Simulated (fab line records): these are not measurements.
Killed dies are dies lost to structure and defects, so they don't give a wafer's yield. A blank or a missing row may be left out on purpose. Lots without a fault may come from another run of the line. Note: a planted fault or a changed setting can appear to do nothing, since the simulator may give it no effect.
fab line records	flow n5Finfet
record lots=7	wafers=21
route steps=1938 shown MOL_CONTACT_COAG@570 BEOL_M0_SAQP@663 BEOL_M0_CUTY@713 BEOL_M0@715 BEOL_M1@770 BEOL_M2@846
startH: hours from the record's opening day to when the first of the lot's shown wafers began	waitH: hours elapsed since this lot's preceding step	" same as the row above	L1.1+2: one row covering several wafers at once	- no value, or no start was given	* or withheld: withheld	< > ~ a bound
route shown NAME@n: NAME is a module with steps in the file, n the number in the route of the first one	usual: mean and standard deviation over wafers with no fault	same: alike in all rows	chamber/n: place in a boat	sites: per-site readings	_std_site: standard deviation across them	_edge_site: the outer-site mean with the inner-site mean subtracted	radiusMm: how far each site lies from the wafer's centre	mask NAME#n: copy n	behind: the most recent tool/chamber to have shaped the wafer	hold: why the lot was held/for how many hours/how that ended	device: the n, p or np transistor that did not switch	end of line: tests run on the same wafers once the route is complete	for a step that has no rows: nothing shown but its recipe	killed: not the wafer's yield, but the dies lost to structure and defects at the first sort	map: shows each die of a wafer: x if killed, . if not, _ if none is there
set.NAME: the setting as run; set.NAME@STEP: as run at that earlier step	model.NAME: the simulator's own value behind a step, which no gauge read
lots whose settings were changed on purpose; a table a step, a row a wafer
## steps
# step N5_MOL_CONTACT_COAG_EXPOSE_81
# recipe maskId=VG	na=0.33	sourceShape=annular	sigmaInner=0.3	sigmaOuter=0.7	polarization=unpolarized	defocusNm=0	doseMj=59.5
lot.wafer	tool	chamber	startH	waitH	mask	set.doseMj
L075.1	euvScanner-02	0	111.93	-	VG#0	56.62
L075.2+4	"	0	"	"	VG#0	59.5
L078.2+5	euvScanner-02	0	124.11	-	VG#0	63.15
L078.6	"	0	"	"	VG#0	59.5
L079.1+4	euvScanner-02	0	131.02	-	VG#0	61.76
L079.3	"	0	"	"	VG#0	59.5
L080.2+3	euvScanner-01	0	134.89	-	VG#0	59.5
L080.5	"	0	"	"	VG#0	56.77
L082.3+4+5	euvScanner-01	0	145.57	-	VG#0	59.5
L088.1+5	euvScanner-01	0	183.34	-	VG#0	59.5
L088.6	"	0	"	"	VG#0	55.61
L089.1+4	euvScanner-01	0	187.93	-	VG#0	59.5
L089.6	"	0	"	"	VG#0	55.22
# step N5_MOL_CONTACT_COAG_PEB_82
# recipe pebTempC=100	pebTimeS=60	resist=CAR-EUV
# step N5_MOL_CONTACT_COAG_DEVELOP_83
# recipe developTimeS=30	developer=TMAH	resist=CAR-EUV	rinseLiquid=surfactantRinse	dry=airSpin	devTempC=23
# step N5_MOL_CONTACT_COAG_CD_MEAS_84
# recipe targetCdNm=25.1	landingEnergyEv=500	detector=seInlens	polarity=opening
# usual cdNm=25.13/0.24
lot.wafer	tool	chamber	startH	waitH	set.doseMj@MOL_CONTACT_COAG_EXPOSE_81	cdNm
L075.1	cdSem-01	0	112.07	-	56.62	23.85
L075.2	"	0	"	"	59.5	25.35
L075.4	"	0	"	"	59.5	25.19
L078.2	cdSem-01	0	124.25	-	63.15	26.42
L078.5	"	0	"	"	63.15	26.32
L078.6	"	0	"	"	59.5	25.20
L079.1	cdSem-03	0	131.17	-	61.76	26.02
L079.3	"	0	"	"	59.5	25.11
L079.4	"	0	"	"	61.76	26.06
L080.2	cdSem-02	0	135.03	-	59.5	25.50
L080.3	"	0	"	"	59.5	25.29
L080.5	"	0	"	"	56.77	24.34
L082.3	cdSem-02	0	145.70	-	59.5	24.39
L082.4	"	0	"	"	59.5	24.87
L082.5	"	0	"	"	59.5	24.66
L088.1	cdSem-01	0	183.48	-	59.5	25.48
L088.5	"	0	"	"	59.5	24.89
L088.6	"	0	"	"	55.61	23.97
L089.1	cdSem-01	0	188.08	-	59.5	25.25
L089.4	"	0	"	"	59.5	24.80
L089.6	"	0	"	"	55.22	23.52
# step N5_MOL_CONTACT_COAG_PRECLEAN_144
# recipe chemistry=alkalineClean	tempC=60	timeS=60	doPpb=50
# step N5_MOL_CONTACT_COAG_SRD_145
# recipe dry=ipaMarangoni	timeS=30	tempC=23	rinseLiquid=diw
# step N5_MOL_CONTACT_COAG_CD_MEAS_137
# recipe targetCdNm=16
# usual cdNm=15.8/0.37
lot.wafer	tool	chamber	startH	waitH	set.doseMj@MOL_CONTACT_COAG_EXPOSE_81	cdNm
L075.1	cdSem-02	-	113.06	0.0	56.62	14.4
L075.2	"	-	"	"	59.5	15.2
L075.4	"	-	"	"	59.5	15.8
L078.2	cdSem-01	-	125.86	0.0	63.15	16.9
L078.5	"	-	"	"	63.15	17.1
L078.6	"	-	"	"	59.5	15.8
L079.1	cdSem-01	-	132.68	0.0	61.76	16.8
L079.3	"	-	"	"	59.5	15.7
L079.4	"	-	"	"	61.76	16.8
L080.2	cdSem-01	-	136.02	0.0	59.5	16.2
L080.3	"	-	"	"	59.5	15.7
L080.5	"	-	"	"	56.77	14.7
L082.3	cdSem-02	-	147.11	0.0	59.5	15.5
L082.4	"	-	"	"	59.5	15.4
L082.5	"	-	"	"	59.5	15.4
L088.1	cdSem-03	-	184.96	0.0	59.5	15.2
L088.5	"	-	"	"	59.5	16.0
L088.6	"	-	"	"	55.61	14.0
L089.1	cdSem-02	-	189.51	0.0	59.5	16.2
L089.4	"	-	"	"	59.5	15.8
L089.6	"	-	"	"	55.22	13.9
# step N5_BEOL_M0_SAQP_SPACER1_ALD_98
# recipe material=SiO2	targetThkA=128	tempC=300	aldPrecursorFamily=BDEAS	aldCoReactant=O2-plasma	pulseTimeS=1	purgeTimeS=2	coReactantPurgeTimeS=2	aldCycles=138	pressureTorr=2
lot.wafer	tool	chamber	startH	waitH	set.aldCycles	model.SiO2_of_BEOL_M0_SAQP_SPACER1_ALD_98.thkNm
L075.1+2+4	aldSin-03	0,1,2	122.01	0.3	138	12.8
L078.2+6	aldSin-04	3,1	133.92	0.3	138	12.8
L078.5	"	0	"	"	120	11.2
L079.1	aldSin-03	1	140.76	0.3	125	11.6
L079.3+4	"	2,0	"	"	138	12.8
L080.2+5	aldSin-03	2,1	144.13	0.3	153	14.2
L080.3	"	1	"	"	138	12.8
L082.3+4+5	aldSin-04	1,3,0	155.31	0.1	138	12.8
L088.1	aldSin-01	3	192.73	0.3	138	12.8
L088.5+6	"	2,3	"	"	116	10.8
L089.1+6	aldSin-03	0	198.24	0.5	138	12.8
L089.4	"	1	"	"	145	13.4
# step N5_BEOL_M0_SAQP_SPACER1_ETCHBACK_99
# recipe chemistry=CHF3/O2	mode=anisotropicEtchback	target=SiO2	targetDepthA=154	timeS=7.7	pressureMtorr=30	sourceW=650	biasW=170	Ar_flow_sccm=200	CHF3_flow_sccm=50	O2_flow_sccm=5	ionEnergyEv=200
# step N5_BEOL_M0_SAQP_MANDREL1_REMOVE_100
# recipe chemistry=HBr/Cl2/O2	btTimeS=10	target=a-Si	stopOn=SiNx	endpoint=OES-SiCl	overEtchFrac=0.85	icpW=600	biasW=30	HBr_flow_sccm=150	Cl2_flow_sccm=80	O2_flow_sccm=5	pressureMtorr=10
lot.wafer	tool	chamber	startH	waitH	set.aldCycles@BEOL_M0_SAQP_SPACER1_ALD_98	model.SiO2_of_BEOL_M0_SAQP_SPACER1_ALD_98.thkNm	model.BEOL_M0_SAQP.cdNm
L075.1+4	rieSi-02	2,3	122.69	0.1	138	7.4	12.8
L075.2	"	1	"	"	138	7.4	13
L078.2	rieSi-06	0	134.48	0.1	138	7.4	13
L078.5	"	0	"	"	120	5.8	11.2
L078.6	"	3	"	"	138	7.4	12.8
L079.1	rieSi-06	1	141.57	0.1	125	6.2	11.6
L079.3	"	3	"	"	138	7.4	12.8
L079.4	"	0	"	"	138	7.6	13
L080.2+5	rieSi-05	2,0	144.69	0.1	153	8.8	14.2
L080.3	"	3	"	"	138	7.4	13
L082.3+4+5	rieSi-05	3,0,0	155.91	0.1	138	7.4	12.8
L088.1	rieSi-06	2	193.29	0.1	138	7.6	12.8
L088.5+6	"	1,3	"	"	116	5.4	10.8
L089.1	rieSi-02	0	198.80	0.1	138	7.4	13
L089.4	"	2	"	"	145	8	13.6
L089.6	"	3	"	"	138	7.4	12.8
# step N5_BEOL_M0_SAQP_CD_MEAS_25
# recipe targetCdNm=13.1	landingEnergyEv=1000	detector=seInlens
# usual cdNm=12.86/0.23
lot.wafer	tool	chamber	startH	waitH	set.aldCycles@BEOL_M0_SAQP_SPACER1_ALD_98	cdNm
L075.1	cdSem-02	0	122.80	0.1	138	12.70
L075.2	"	0	"	"	138	13.06
L075.4	"	0	"	"	138	12.88
L078.2	cdSem-01	0	134.59	0.1	138	12.72
L078.5	"	0	"	"	120	10.95
L078.6	"	0	"	"	138	12.81
L079.1	cdSem-03	0	141.68	0.1	125	11.67
L079.3	"	0	"	"	138	13.12
L079.4	"	0	"	"	138	13.13
L080.2	cdSem-02	0	144.81	0.1	153	14.22
L080.3	"	0	"	"	138	12.94
L080.5	"	0	"	"	153	14.24
L082.3	cdSem-03	0	156.02	0.1	138	12.83
L082.4	"	0	"	"	138	12.87
L082.5	"	0	"	"	138	13.01
L088.1	cdSem-01	0	193.40	0.1	138	13.29
L088.5	"	0	"	"	116	11.04
L088.6	"	0	"	"	116	10.88
L089.1	cdSem-02	0	198.91	0.1	138	12.96
L089.4	"	0	"	"	145	13.40
L089.6	"	0	"	"	138	12.83
# step N5_BEOL_M0_CUTY_ETCH_63
# recipe chemistry=N2/H2	target=SOC	targetDepthA=827	overetchA=165	maskMaterial=SiARC	tempC=40	ionEnergyEv=200	timeS=124	pressureMtorr=30	sourceW=840	biasW=150	n2FlowSccm=200	h2FlowSccm=200
lot.wafer	tool	chamber	startH	waitH	set.timeS	model.SiO2_of_BEOL_M0_SAQP_SPACER2_ALD_26.thkNm
L075.1	rieDiel-01	1	127.42	0.0	124	7
L075.2	"	2	"	"	140.6	6.6
L075.4	"	0	"	"	124	7.2
L078.2+5+6	rieDiel-05	0,0,1	138.18	0.0	141.8	6.6
L079.1	rieDiel-06	2	148.29	0.0	124	7.2
L079.3+4	"	0,1	"	"	124	7
L080.2+5	rieDiel-01	2,0	149.22	0.0	110.4	7.4
L080.3	"	3	"	"	110.4	7.6
L082.3	rieDiel-01	1	159.96	0.0	124	7
L082.4+5	"	3	"	"	124	7.2
L088.1+6	rieDiel-06	3	197.18	0.0	124	7.2
L088.5	"	1	"	"	145.6	6.6
L089.1	rieDiel-06	0	202.56	0.0	109	7.4
L089.4+6	"	2	"	"	124	7
# step N5_BEOL_M0_CUTY_STRIP_64
# recipe chemistry=N2/H2	tempC=40	n2FlowSccm=200	h2FlowSccm=200	rfFrequencyHz=6e+07
# step N5_BEOL_M0_ETCH_138
# recipe chemistry=CH3F/O2	targetDepthA=120	target=SiCN	timeS=31.6	ionEnergyEv=120	pressureMtorr=30	sourceW=395	biasW=75	Ar_flow_sccm=150	CH3F_flow_sccm=30	O2_flow_sccm=20	ends=cleared
lot.wafer	tool	chamber	startH	waitH	set.timeS@BEOL_M0_CUTY_ETCH_63	model.SiO2_of_BEOL_M0_SAQP_SPACER2_ALD_26.thkNm
L075.1+4	rieDiel-01	1,0	127.54	0.0	124	5.2
L075.2	"	2	"	"	140.6	4.8
L078.2+5+6	rieDiel-05	0,0,1	138.31	0.0	141.8	4.6
L079.1+3	rieDiel-06	2,0	148.42	0.0	124	5.2
L079.4	"	1	"	"	124	5
L080.2+5	rieDiel-01	2,0	149.35	0.0	110.4	5.4
L080.3	"	3	"	"	110.4	5.6
L082.3	rieDiel-01	1	160.08	0.0	124	5
L082.4+5	"	3	"	"	124	5.2
L088.1+6	rieDiel-06	3	197.31	0.0	124	5.2
L088.5	"	1	"	"	145.6	4.6
L089.1	rieDiel-06	0	202.68	0.0	109	5.4
L089.4+6	"	2	"	"	124	5
# step N5_BEOL_M0_HM_OPEN_105
# recipe chemistry=Cl2/BCl3	targetDepthA=120	target=TiN	ionEnergyEv=150	pressureMtorr=10	icpW=1000	biasW=126	Cl2_flow_sccm=53.25	bcl3FlowSccm=21.75	Ar_flow_sccm=25
lot.wafer	tool	chamber	startH	waitH	set.timeS@BEOL_M0_CUTY_ETCH_63	model.SiO2_of_BEOL_M0_SAQP_SPACER2_ALD_26.thkNm
L075.1	rieMetal-02	1	128.81	1.2	124	2.6
L075.2	"	0	"	"	140.6	2.4
L075.4	"	0	"	"	124	2.8
L078.2+5+6	rieMetal-03	1,1,0	138.48	0.1	141.8	2.2
L079.1+3+4	rieMetal-02	1,1,0	149.28	0.8	124	2.6
L080.2+5	rieMetal-03	1,0	149.45	0.1	110.4	3
L080.3	"	0	"	"	110.4	3.2
L082.3+4	rieMetal-01	1	162.46	2.3	124	2.8
L082.5	"	1	"	"	124	3
L088.1+6	rieMetal-01	1,0	199.64	2.3	124	2.8
L088.5	"	1	"	"	145.6	2.2
L089.1	rieMetal-01	0	203.75	1.0	109	2.8
L089.4	"	0	"	"	124	2.4
L089.6	"	1	"	"	124	2.6
# step N5_BEOL_M0_TRENCH_ETCH_107
# recipe chemistry=C4F6/O2	targetDepthA=328	target=SiOC	timeS=16.4	ionEnergyEv=250	pressureMtorr=30	sourceW=355	biasW=185	Ar_flow_sccm=300	C4F6_flow_sccm=10	O2_flow_sccm=10
lot.wafer	tool	chamber	startH	waitH	set.targetDepthA	model.BEOL_M0.featureDepthNm
L075.1	rieDiel-05	3	129.23	0.0	328	32.4
L075.2	"	0	"	"	328	33.2
L075.4	"	2	"	"	328	32.2
L078.2	rieDiel-01	1	138.84	0.0	316.5	31.8
L078.5	"	1	"	"	328	33
L078.6	"	0	"	"	328	33.2
L079.1	rieDiel-06	1	150.62	0.0	328	32.8
L079.3	"	2	"	"	301.1	30.2
L079.4	"	3	"	"	301.1	30
L080.2	rieDiel-01	2	150.89	0.0	328	34
L080.3	"	3	"	"	328	32.4
L080.5	"	0	"	"	328	33.4
L082.3	rieDiel-01	1	164.16	0.0	328	32.4
L082.4	"	2	"	"	328	33.4
L082.5	"	3	"	"	328	32
L088.1	rieDiel-06	3	200.04	0.0	328	32.2
L088.5	"	3	"	"	328	32.4
L088.6	"	1	"	"	328	32.8
L089.1	rieDiel-06	3	204.11	0.0	359.9	35.4
L089.4	"	0	"	"	359.9	36.6
L089.6	"	1	"	"	328	33
# step N5_BEOL_M1_ETCH_64
# recipe chemistry=N2/H2	target=SOC	targetDepthA=750	overetchA=150	maskMaterial=SiARC	tempC=40	timeS=112.5	ionEnergyEv=200	pressureMtorr=30	sourceW=840	biasW=150	n2FlowSccm=200	h2FlowSccm=200
# usual rfVppV=523.4/2.5
lot.wafer	tool	chamber	startH	waitH	set.biasW	rfVppV	model.SiARC_of_BEOL_M1_COAT_62.thkNm
L075.1	rieDiel-02	0	134.17	0.0	150	526.5	7
L075.2	"	2	"	"	150	524.1	6.8
L075.4	"	1	"	"	126.7	471.1	8
L078.2	rieDiel-02	1	145.89	0.0	173.2	572.8	6
L078.5	"	1	"	"	150	522.3	7
L078.6	"	0	"	"	150	525.9	6.8
L079.1	rieDiel-04	0	156.27	0.0	150	520.0	7
L079.3	"	1	"	"	150	524.0	7
L079.4	"	2	"	"	150	522.6	6.8
L080.2	rieDiel-03	3	156.52	0.0	165.1	559.6	6.4
L080.3	"	0	"	"	150	523.3	6.6
L080.5	"	0	"	"	165.1	555.4	6
L082.3	rieDiel-02	3	167.80	0.0	150	519.2	6.4
L082.4	"	1	"	"	150	522.2	7
L082.5	"	3	"	"	150	520.0	6.4
L088.1	rieDiel-02	0	205.18	0.0	140.6	505.7	7.2
L088.5	"	0	"	"	150	525.1	6.8
L088.6	"	2	"	"	140.6	502.9	7.2
L089.1	rieDiel-03	0	211.50	0.0	150	521.1	6.6
L089.4	"	2	"	"	150	520.2	6.8
L089.6	"	3	"	"	150	528.2	7
# step N5_BEOL_M1_ETCH_77
# recipe chemistry=N2/H2	target=underlayer	targetDepthA=65	maskMaterial=CAR-EUV	timeS=5.2	ionEnergyEv=200	pressureMtorr=30	sourceW=840	biasW=150	n2FlowSccm=200	h2FlowSccm=200	ends=cleared
# usual etchRfOnTimeS=5.21/0.12	rfVppV=523.6/2.7
lot.wafer	tool	chamber	startH	waitH	set.sourceW	etchRfOnTimeS	rfVppV
L075.1	rieDiel-02	3	135.01	0.0	840	4.93	521.6
L075.2	"	1	"	"	890.1	5.04	514.9
L075.4	"	0	"	"	840	5.18	527.5
L078.2	rieDiel-03	2	147.23	0.0	840	5.28	520.3
L078.5	"	2	"	"	800.3	5.47	527.9
L078.6	"	3	"	"	840	5.29	527.1
L079.1	rieDiel-04	1	157.29	0.0	912.5	5.05	512.0
L079.3	"	2	"	"	840	5.25	522.9
L079.4	"	3	"	"	912.5	5.00	512.4
L080.2	rieDiel-03	0	157.47	0.0	764.5	5.63	537.8
L080.3	"	3	"	"	764.5	5.72	543.4
L080.5	"	1	"	"	840	5.12	523.4
L082.3	rieDiel-03	0	168.78	0.0	840	5.23	522.6
L082.4	"	2	"	"	840	5.26	521.2
L082.5	"	0	"	"	840	5.26	524.3
L088.1	rieDiel-04	1	206.13	0.0	752.4	5.90	544.5
L088.5	"	2	"	"	752.4	5.71	543.6
L088.6	"	1	"	"	840	5.39	525.7
L089.1	rieDiel-04	2	212.33	0.0	728.6	5.84	549.1
L089.4	"	2	"	"	840	5.16	522.1
L089.6	"	3	"	"	840	5.28	527.8
# step N5_BEOL_M1_ETCH_70
# recipe chemistry=N2/H2	target=SOC	targetDepthA=800	overetchA=160	maskMaterial=SiARC	tempC=40	timeS=120	ionEnergyEv=200	pressureMtorr=30	sourceW=840	biasW=150	n2FlowSccm=200	h2FlowSccm=200
# usual rfVppV=523.6/2.6
lot.wafer	tool	chamber	startH	waitH	set.sourceW	rfVppV
L075.1	rieDiel-04	2	137.32	0.0	935.2	505.5
L075.2	"	1	"	"	840	525.8
L075.4	"	3	"	"	840	528.0
L078.2	rieDiel-03	1	149.28	0.0	768.8	540.7
L078.5	"	2	"	"	768.8	535.1
L078.6	"	1	"	"	768.8	539.6
L079.1	rieDiel-03	3	158.10	0.0	840	526.1
L079.3	"	1	"	"	691.1	559.1
L079.4	"	0	"	"	840	523.2
L080.2	rieDiel-04	3	158.19	0.0	970.8	503.7
L080.3	"	0	"	"	840	519.6
L080.5	"	1	"	"	840	526.8
L082.3	rieDiel-03	0	178.22	0.0	840	520.0
L082.4	"	2	"	"	840	521.8
L082.5	"	1	"	"	840	524.2
L088.1	rieDiel-02	0	207.35	0.0	883.8	517.7
L088.5	"	0	"	"	840	526.0
L088.6	"	3	"	"	840	520.7
L089.1	rieDiel-02	2	214.62	0.0	767.7	541.6
L089.4	"	2	"	"	767.7	540.0
L089.6	"	3	"	"	767.7	536.4
# step N5_BEOL_M2_COAT_62
# recipe resist=SiARC	tempC=220	timeS=60	spinRpm=1500	resistThkNm=12
lot.wafer	tool	chamber	startH	waitH	set.spinRpm	model.SiARC_of_BEOL_M2_COAT_62.thkNm
L075.1+2+4	lithoTrack-05	0	-	-	1500	12
L078.2+6	lithoTrack-05	0	-	-	1500	12
L078.5	"	0	"	"	1557	11.8
L079.1+3+4	lithoTrack-02	0	-	-	1500	12
L080.2+5	lithoTrack-02	0	-	-	1500	12
L080.3	"	0	"	"	1637	11.4
L082.3+4+5	lithoTrack-02	0	-	-	1500	12
L088.1+5+6	lithoTrack-05	0	-	-	1500	12
L089.1+6	lithoTrack-05	0	-	-	1653	11.4
L089.4	"	0	"	"	1500	12
# step N5_BEOL_M2_DESCUM_16
# recipe chemistry=O2	timeS=7	sourcePowerW=50	biasPowerW=20	pressureMtorr=20	rfFrequencyHz=2.712e+07	tempC=40	resist=CAR-EUV	o2FlowSccm=225
lot.wafer	tool	chamber	startH	waitH	set.timeS	model.CAR-EUV_of_BEOL_M2_COAT_05.thkNm
L075.1+2+4	rieDiel-06	1,3,0	142.99	0.1	7.669	25.8
L078.2+5	rieDiel-01	3,0	155.58	0.7	7	26
L078.6	"	1	"	"	7.993	25.4
L079.1	rieDiel-01	3	164.29	0.5	7	26.2
L079.3	"	2	"	"	7	26
L079.4	"	2	"	"	6.442	26.4
L080.2+3+5	rieDiel-06	3,1,3	164.81	0.1	5.563	26.8
L082.3+4	rieDiel-01	2,1	183.06	0.0	7	26
L082.5	"	2	"	"	7	26.2
L088.1+5+6	rieDiel-05	3,0,1	212.68	0.0	7	26.2
L089.1+6	rieDiel-01	2	223.54	0.0	7	26
L089.4	"	1	"	"	7	26.2
# step N5_BEOL_M2_ETCH_74
# recipe chemistry=N2/H2	target=underlayer	targetDepthA=65	maskMaterial=CAR-EUV	timeS=5.2	ionEnergyEv=200	pressureMtorr=30	sourceW=840	biasW=150	n2FlowSccm=200	h2FlowSccm=200	ends=cleared
# step N5_BEOL_M2_ETCH_63
# recipe chemistry=CF4	target=SiARC	targetDepthA=156	maskMaterial=CAR-EUV	timeS=26	ionEnergyEv=80	pressureMtorr=40	sourceW=545	biasW=36	Ar_flow_sccm=100	cf4FlowSccm=100	ends=cleared
lot.wafer	tool	chamber	startH	waitH	set.spinRpm@BEOL_M2_COAT_62	model.etch.depthNm
L075.1	rieDiel-06	1	143.04	0.0	1500	11.98
L075.2	"	3	"	"	1500	11.97
L075.4	"	0	"	"	1500	11.94
L078.2	rieDiel-01	3	155.63	0.0	1500	11.98
L078.5	"	0	"	"	1557	11.75
L078.6	"	1	"	"	1500	11.96
L079.1+3	rieDiel-01	3,2	164.35	0.0	1500	11.94
L079.4	"	2	"	"	1500	11.96
L080.2	rieDiel-06	3	164.86	0.0	1500	11.95
L080.3	"	1	"	"	1637	11.44
L080.5	"	3	"	"	1500	11.99
L082.3+5	rieDiel-01	2	183.11	0.0	1500	12.01
L082.4	"	1	"	"	1500	12.02
L088.1	rieDiel-05	3	212.73	0.0	1500	12.06
L088.5	"	0	"	"	1500	12.01
L088.6	"	1	"	"	1500	12.04
L089.1	rieDiel-01	2	223.59	0.0	1653	11.38
L089.4	"	1	"	"	1500	11.98
L089.6	"	2	"	"	1653	11.46
# step N5_BEOL_M2_ETCH_64
# recipe chemistry=N2/H2	target=SOC	targetDepthA=750	overetchA=225	maskMaterial=SiARC	tempC=40	timeS=121.9	ionEnergyEv=200	pressureMtorr=30	sourceW=840	biasW=150	n2FlowSccm=200	h2FlowSccm=200
lot.wafer	tool	chamber	startH	waitH	set.spinRpm@BEOL_M2_COAT_62	model.SiARC_of_BEOL_M2_COAT_62.thkNm
L075.1+2	rieDiel-06	1,3	143.07	0.0	1500	6.4
L075.4	"	0	"	"	1500	6.2
L078.2	rieDiel-01	3	155.66	0.0	1500	6.4
L078.5	"	0	"	"	1557	6
L078.6	"	1	"	"	1500	6.2
L079.1	rieDiel-01	3	164.37	0.0	1500	6.4
L079.3+4	"	2	"	"	1500	6
L080.2+5	rieDiel-06	3	164.89	0.0	1500	6.4
L080.3	"	1	"	"	1637	5.8
L082.3+4+5	rieDiel-01	2,1,2	183.14	0.0	1500	6.2
L088.1+5	rieDiel-05	3,0	212.76	0.0	1500	6.2
L088.6	"	1	"	"	1500	6.4
L089.1+6	rieDiel-01	2	223.62	0.0	1653	5.6
L089.4	"	1	"	"	1500	6.4
## key
split step=N5_MOL_CONTACT_COAG_EXPOSE_81	setting=doseMj	stated=59.5	by=wafer
response step=N5_MOL_CONTACT_COAG_CD_MEAS_84	reading=cdNm	change=+0.216	per=1%	r=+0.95
response step=N5_MOL_CONTACT_COAG_CD_MEAS_137	reading=cdNm	change=+0.252	per=1%	r=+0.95
split step=N5_BEOL_M0_SAQP_SPACER1_ALD_98	setting=aldCycles	stated=138	by=wafer
response step=N5_BEOL_M0_SAQP_SPACER1_ALD_98	reading=model.SiO2_of_BEOL_M0_SAQP_SPACER1_ALD_98.thkNm	change=+0.125	per=1%	r=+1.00
response step=N5_BEOL_M0_SAQP_MANDREL1_REMOVE_100	reading=model.SiO2_of_BEOL_M0_SAQP_SPACER1_ALD_98.thkNm	change=+0.132	per=1%	r=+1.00
response step=N5_BEOL_M0_SAQP_MANDREL1_REMOVE_100	reading=model.BEOL_M0_SAQP.cdNm	change=+0.126	per=1%	r=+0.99
response step=N5_BEOL_M0_SAQP_CD_MEAS_25	reading=cdNm	change=+0.138	per=1%	r=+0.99
split step=N5_BEOL_M0_CUTY_ETCH_63	setting=timeS	stated=124	by=wafer
response step=N5_BEOL_M0_CUTY_ETCH_63	reading=model.SiO2_of_BEOL_M0_SAQP_SPACER2_ALD_26.thkNm	change=-0.035	per=1%	r=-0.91
response step=N5_BEOL_M0_ETCH_138	reading=model.SiO2_of_BEOL_M0_SAQP_SPACER2_ALD_26.thkNm	change=-0.0328	per=1%	r=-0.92
response step=N5_BEOL_M0_HM_OPEN_105	reading=model.SiO2_of_BEOL_M0_SAQP_SPACER2_ALD_26.thkNm	change=-0.0288	per=1%	r=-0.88
split step=N5_BEOL_M0_TRENCH_ETCH_107	setting=targetDepthA	stated=328	by=wafer
response step=N5_BEOL_M0_TRENCH_ETCH_107	reading=model.BEOL_M0.featureDepthNm	change=+0.321	per=1%	r=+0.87
split step=N5_BEOL_M1_ETCH_64	setting=biasW	stated=150	by=wafer
response step=N5_BEOL_M1_ETCH_64	reading=rfVppV	change=+3.33	per=1%	r=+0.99
response step=N5_BEOL_M1_ETCH_64	reading=model.SiARC_of_BEOL_M1_COAT_62.thkNm	change=-0.0604	per=1%	r=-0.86
split step=N5_BEOL_M1_ETCH_77	setting=sourceW	stated=840	by=wafer
response step=N5_BEOL_M1_ETCH_77	reading=etchRfOnTimeS	change=*	per=1%	r=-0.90
response step=N5_BEOL_M1_ETCH_77	reading=rfVppV	change=-1.68	per=1%	r=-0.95
split step=N5_BEOL_M1_ETCH_70	setting=sourceW	stated=840	by=wafer
response step=N5_BEOL_M1_ETCH_70	reading=rfVppV	change=-1.66	per=1%	r=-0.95
split step=N5_BEOL_M2_COAT_62	setting=spinRpm	stated=1500	by=wafer
response step=N5_BEOL_M2_COAT_62	reading=model.SiARC_of_BEOL_M2_COAT_62.thkNm	change=-0.0612	per=1%	r=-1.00
response step=N5_BEOL_M2_ETCH_63	reading=model.etch.depthNm	change=-0.0567	per=1%	r=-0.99
response step=N5_BEOL_M2_ETCH_64	reading=model.SiARC_of_BEOL_M2_COAT_62.thkNm	change=-0.0732	per=1%	r=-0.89
split step=N5_BEOL_M2_DESCUM_16	setting=timeS	stated=7	by=wafer
response step=N5_BEOL_M2_DESCUM_16	reading=model.CAR-EUV_of_BEOL_M2_COAT_05.thkNm	change=-0.0412	per=1%	r=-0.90
